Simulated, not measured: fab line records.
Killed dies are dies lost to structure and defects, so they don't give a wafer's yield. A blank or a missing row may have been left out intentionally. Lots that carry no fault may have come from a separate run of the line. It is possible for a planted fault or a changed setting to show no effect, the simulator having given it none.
Lot-split experiment :: flow n5-finfet :: 39 wafers read from 7 lots, route of 1938 steps

SPLIT DETAILS
At N5_BEOL_M7_TRENCH_ETCH_37 (etches SiCOH lowk in C4F6/O2, target depth 93.478 nm, time 31.2 s), the setting time-s was moved away from the recipe's 31.2 s on 15 of the 39 wafers read, by -52.1% to +50.1%. For the rest of the wafers, this setting stayed at what the recipe calls for.

FROM THE SPLIT TO THE READING: what the file shows between them, 8 steps
- N5_BEOL_M7_ETCH_41: etches SiCN in CH3F/O2, target depth 31.9 nm, time 57.8 s
- N5_BEOL_M7_STRIP_80: strips in N2/H2, time 10 s
- N5_BEOL_M7_OCD_MEAS_38
- N5_BEOL_M7_HM_STRIP_39: strips TiN in peroxide tin strip, target depth 25 nm, time 158 s
- N5_BEOL_M7_SRD_40: time 30 s
- N5_BEOL_M7_ECD_50: material Cu, target thk 300 nm
- N5_BEOL_M7_ANNEAL_51: time 90 s
- N5_BEOL_M7_CMP_52: polishes, stops on SiCOH lowk, t overpolish 6.9 s, target thk 80 nm

THE READING
M7_THK, in nm, at N5_BEOL_M7_THK_MEAS_53 (measures by xrf). Fault-free wafers of this fab line usually give 79.8 nm, standard deviation 1.7 nm.

wafer: L074.1
tool, chamber at the split: rie-diel-03, 2
time-s as run, s: 46.83
against the recipe: +50.1%
M7_THK, nm: 129.5
against lot-mates on the recipe: +49.2

wafer: L074.2
tool, chamber at the split: rie-diel-03, 1
time-s as run, s: 31.2
against the recipe: recipe
M7_THK, nm: 78.9
against lot-mates on the recipe: -

wafer: L074.3
tool, chamber at the split: rie-diel-03, 3
time-s as run, s: 31.2
against the recipe: recipe
M7_THK, nm: 83.4
against lot-mates on the recipe: -

wafer: L074.4
tool, chamber at the split: rie-diel-03, 0
time-s as run, s: 31.2
against the recipe: recipe
M7_THK, nm: 78.6
against lot-mates on the recipe: -

wafer: L074.5
tool, chamber at the split: rie-diel-03, 0
time-s as run, s: 46.83
against the recipe: +50.1%
M7_THK, nm: 126.0
against lot-mates on the recipe: +45.7

wafer: L074.6
tool, chamber at the split: rie-diel-03, 1
time-s as run, s: 46.83
against the recipe: +50.1%
M7_THK, nm: 126.4
against lot-mates on the recipe: +46.1

wafer: L078.1
tool, chamber at the split: rie-diel-03, 2
time-s as run, s: 42.31
against the recipe: +35.6%
M7_THK, nm: 109.8
against lot-mates on the recipe: +32.6

wafer: L078.2
tool, chamber at the split: rie-diel-03, 0
time-s as run, s: 31.2
against the recipe: recipe
M7_THK, nm: 77.5
against lot-mates on the recipe: -

wafer: L078.3
tool, chamber at the split: rie-diel-03, 3
time-s as run, s: 42.31
against the recipe: +35.6%
M7_THK, nm: 114.1
against lot-mates on the recipe: +36.9

wafer: L078.4
tool, chamber at the split: rie-diel-03, 1
time-s as run, s: 31.2
against the recipe: recipe
M7_THK, nm: 77.2
against lot-mates on the recipe: -

wafer: L078.5
tool, chamber at the split: rie-diel-03, 3
time-s as run, s: 42.31
against the recipe: +35.6%
M7_THK, nm: 114.8
against lot-mates on the recipe: +37.6

wafer: L078.6
tool, chamber at the split: rie-diel-03, 0
time-s as run, s: 31.2
against the recipe: recipe
M7_THK, nm: 77.0
against lot-mates on the recipe: -

wafer: L079.1
tool, chamber at the split: rie-diel-03, 3
time-s as run, s: 22.19
against the recipe: -28.9%
M7_THK, nm: 54.7
against lot-mates on the recipe: -25.5

wafer: L079.2
tool, chamber at the split: rie-diel-03, 2
time-s as run, s: 31.2
against the recipe: recipe
M7_THK, nm: 79.9
against lot-mates on the recipe: -

wafer: L079.3
tool, chamber at the split: rie-diel-03, 0
time-s as run, s: 31.2
against the recipe: recipe
M7_THK, nm: 78.9
against lot-mates on the recipe: -

wafer: L079.4
tool, chamber at the split: rie-diel-03, 1
time-s as run, s: 22.19
against the recipe: -28.9%
M7_THK, nm: 51.1
against lot-mates on the recipe: -29.1

wafer: L079.5
tool, chamber at the split: rie-diel-03, 2
time-s as run, s: 22.19
against the recipe: -28.9%
M7_THK, nm: 52.1
against lot-mates on the recipe: -28.1

wafer: L079.6
tool, chamber at the split: rie-diel-03, 3
time-s as run, s: 31.2
against the recipe: recipe
M7_THK, nm: 81.7
against lot-mates on the recipe: -

wafer: L082.2
tool, chamber at the split: rie-diel-02, 3
time-s as run, s: 31.2
against the recipe: recipe
M7_THK, nm: 77.8
against lot-mates on the recipe: -

wafer: L082.3
tool, chamber at the split: rie-diel-02, 2
time-s as run, s: 31.2
against the recipe: recipe
M7_THK, nm: 79.4
against lot-mates on the recipe: -

wafer: L082.6
tool, chamber at the split: rie-diel-02, 1
time-s as run, s: 31.2
against the recipe: recipe
M7_THK, nm: 80.1
against lot-mates on the recipe: -

wafer: L085.1
tool, chamber at the split: rie-diel-03, 0
time-s as run, s: 31.2
against the recipe: recipe
M7_THK, nm: 80.7
against lot-mates on the recipe: -

wafer: L085.2
tool, chamber at the split: rie-diel-03, 2
time-s as run, s: 36.3
against the recipe: +16.3%
M7_THK, nm: 93.3
against lot-mates on the recipe: +13.8

wafer: L085.3
tool, chamber at the split: rie-diel-03, 3
time-s as run, s: 36.3
against the recipe: +16.3%
M7_THK, nm: 97.4
against lot-mates on the recipe: +17.9

wafer: L085.4
tool, chamber at the split: rie-diel-03, 1
time-s as run, s: 31.2
against the recipe: recipe
M7_THK, nm: 79.7
against lot-mates on the recipe: -

wafer: L085.5
tool, chamber at the split: rie-diel-03, 2
time-s as run, s: 31.2
against the recipe: recipe
M7_THK, nm: 78.2
against lot-mates on the recipe: -

wafer: L085.6
tool, chamber at the split: rie-diel-03, 3
time-s as run, s: 36.3
against the recipe: +16.3%
M7_THK, nm: 96.1
against lot-mates on the recipe: +16.6

wafer: L089.1
tool, chamber at the split: rie-diel-02, 3
time-s as run, s: 31.2
against the recipe: recipe
M7_THK, nm: 76.4
against lot-mates on the recipe: -

wafer: L089.2
tool, chamber at the split: rie-diel-02, 1
time-s as run, s: 14.95
against the recipe: -52.1%
M7_THK, nm: 30.4
against lot-mates on the recipe: -48.6

wafer: L089.3
tool, chamber at the split: rie-diel-02, 0
time-s as run, s: 31.2
against the recipe: recipe
M7_THK, nm: 79.8
against lot-mates on the recipe: -

wafer: L089.4
tool, chamber at the split: rie-diel-02, 2
time-s as run, s: 14.95
against the recipe: -52.1%
M7_THK, nm: 29.7
against lot-mates on the recipe: -49.3

wafer: L089.5
tool, chamber at the split: rie-diel-02, 2
time-s as run, s: 31.2
against the recipe: recipe
M7_THK, nm: 80.7
against lot-mates on the recipe: -

wafer: L089.6
tool, chamber at the split: rie-diel-02, 3
time-s as run, s: 14.95
against the recipe: -52.1%
M7_THK, nm: 30.9
against lot-mates on the recipe: -48.1

wafer: L090.1
tool, chamber at the split: rie-diel-01, 3
time-s as run, s: 31.2
against the recipe: recipe
M7_THK, nm: 81.2
against lot-mates on the recipe: -

wafer: L090.2
tool, chamber at the split: rie-diel-01, 2
time-s as run, s: 31.2
against the recipe: recipe
M7_THK, nm: 79.1
against lot-mates on the recipe: -

wafer: L090.3
tool, chamber at the split: rie-diel-01, 0
time-s as run, s: 31.2
against the recipe: recipe
M7_THK, nm: 78.0
against lot-mates on the recipe: -

wafer: L090.4
tool, chamber at the split: rie-diel-01, 1
time-s as run, s: 31.2
against the recipe: recipe
M7_THK, nm: 81.0
against lot-mates on the recipe: -

wafer: L090.5
tool, chamber at the split: rie-diel-01, 0
time-s as run, s: 31.2
against the recipe: recipe
M7_THK, nm: 77.8
against lot-mates on the recipe: -

wafer: L090.6
tool, chamber at the split: rie-diel-01, 1
time-s as run, s: 31.2
against the recipe: recipe
M7_THK, nm: 81.2
against lot-mates on the recipe: -

FIT RESULTS
A straight line over all 39 wafers: M7_THK changes by +0.946 nm for each +1% of time-s; r = +1.00; the points scatter about the line by 1.7 nm.
The same after taking each lot's own level away (the mean of its wafers on the recipe; 39 wafers): +0.95 nm for each +1%; r = +1.00; scatter 1.6 nm.
According to that fit, moving time-s by its largest amount changes the reading by 49 nm.
The lots' own levels span 77.23 to 80.30 nm, that is 1.8 times the standard deviation above.
Consequently the slope shifts little with the lot-to-lot level, the two slopes agreeing.
Check: -49.4 nm against its lot-mates is what the line predicts for one of the wafers moved furthest among these (-52.1%) when that wafer is left out of the fit. It came out at -48.6 nm against them.

THE OTHER SPLITS THESE WAFERS WENT THROUGH
Note: prior to the reading, these wafers also went through further splits. Each is held against what the fit with the lots' levels taken away leaves over:
other split on the same wafers: N5_BEOL_M6_ILD_DEP_00 time-s
wafers away from the commonest value: 15
r with M7_THK (lot level and that fit taken away): +0.05

THE WHOLE CHAIN: every reading that the file lists as answering this split, in the file's order
step: N5_BEOL_M7_TRENCH_ETCH_37
what it does: etches SiCOH lowk in C4F6/O2, target depth 93.478 nm, time 31.2 s
reading: etch.depth-nm (the simulator's own value, which no gauge read)
change (the file's fit): +0.952 nm for each +1% of the setting
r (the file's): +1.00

step: N5_BEOL_M7_TRENCH_ETCH_37
what it does: etches SiCOH lowk in C4F6/O2, target depth 93.478 nm, time 31.2 s
reading: BEOL_M7.feature-depth-nm (the simulator's own value, which no gauge read)
change (the file's fit): +0.951 nm for each +1% of the setting
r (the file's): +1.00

step: N5_BEOL_M7_TRENCH_ETCH_37
what it does: etches SiCOH lowk in C4F6/O2, target depth 93.478 nm, time 31.2 s
reading: TiN_of_BEOL_M7_HM_DEP_02.thk-nm (the simulator's own value, which no gauge read)
change (the file's fit): -0.0294 nm for each +1% of the setting
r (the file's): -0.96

step: N5_BEOL_M7_OCD_MEAS_38
what it does: 
reading: trench-depth-nm
change (the file's fit): +0.946 nm for each +1% of the setting
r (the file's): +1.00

step: N5_BEOL_M7_CMP_52
what it does: polishes, stops on SiCOH lowk, t overpolish 6.9 s, target thk 80 nm
reading: Cu_of_BEOL_M7_ECD_50.thk-nm (the simulator's own value, which no gauge read)
change (the file's fit): +0.949 nm for each +1% of the setting
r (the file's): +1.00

step: N5_BEOL_M7_THK_MEAS_53
what it does: measures by xrf
reading: M7_THK
change (the file's fit): +0.95 for each +1% of the setting
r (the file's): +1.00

step: N5_BEOL_M7_RS_MEAS_57
what it does: measures by four-point-probe
reading: M7_RS
change (the file's fit): not straight: 0.954 at the lowest setting, 0.289 at the recipe, 0.170 at the highest
r (the file's): not given

THE FILE'S OWN FIT
M7_THK changes by +0.95 nm for each +1% of time-s, r = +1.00.
